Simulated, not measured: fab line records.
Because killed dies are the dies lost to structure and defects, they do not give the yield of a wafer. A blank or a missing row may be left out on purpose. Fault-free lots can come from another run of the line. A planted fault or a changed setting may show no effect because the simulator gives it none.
Chamber matching	flow n5-finfet	4 sister chambers for N5_PMOS_HMC_CHANNEL_EPI_DESCUM_14 on rie-diel-04
The step chemistry O2, time 7.9 s. 16 wafers are shown with their chamber, then 8 later ones without.

WAFERS PAIRED WITH THEIR CHAMBERS
wafer	chamber	drypump-motor-current-A (A)	throttle-valve-pct (%)	showerhead-plenum-p-Torr (Torr)
L078.1	0	5.1	20.22	2.00
L078.2	2	6.3	20.65	2.09
L078.4	1	5.0	20.39	2.02
L079.2	3	6.1	20.39	2.04
L079.3	2	6.3	20.66	2.09
L079.5	2	6.3	20.66	2.09
L081.2	2	6.2	20.68	2.09
L081.3	1	5.0	20.40	2.02
L081.5	2	6.3	20.66	2.09
L087.3	1	5.0	20.42	2.01
L087.4	0	5.1	20.25	1.99
L087.6	1	5.0	20.43	2.01
L089.4	2	6.3	20.68	2.08
L089.5	1	5.0	20.42	2.01
L089.6	0	5.1	20.24	1.99
L092.1	0	5.1	20.27	1.99

SIGNATURES (means of the wafers above)
reading	chamber 0	chamber 1	chamber 2	chamber 3	scatter within a chamber
drypump-motor-current-A	5.100	5.000	6.283	6.100	0.0264
throttle-valve-pct	20.2450	20.4120	20.6650	20.3900	0.0162
showerhead-plenum-p-Torr	1.9925	2.0140	2.0883	2.0400	0.00482
Rule: a wafer's distance from a chamber is the root of the sum, over the readings, of the square of ((its reading less the chamber's mean) divided by the reading's scatter). The wafer belongs to the nearest chamber; if the next one is less than 2 further off, it can't be placed. The scatter: the root of (the sum of the squares of (reading less its chamber's mean) over the shown wafers, divided by (wafers less chambers)).

WAFERS WHOSE CHAMBER IS MISSING
wafer	drypump-motor-current-A (A)	throttle-valve-pct (%)	showerhead-plenum-p-Torr (Torr)
L092.3	6.3	20.69	2.08
L092.6	5.1	20.27	1.99
L095.1	5.1	20.27	1.99
L095.5	6.0	20.45	2.03
L095.6	5.1	20.27	1.99
L097.1	5.0	20.45	2.01
L097.3	6.3	20.69	2.08
L097.5	6.3	20.71	2.08

EACH ONE'S CHAMBER
wafer	from the rows above	in truth
L092.3	2	2
L092.6	0	0
L095.1	0	0
L095.5	3	3
L095.6	0	0
L097.1	1	1
L097.3	2	2
L097.5	2	2
8 of 8 placed correctly. From these rows, 0 cannot be placed. 0 placed wrongly.
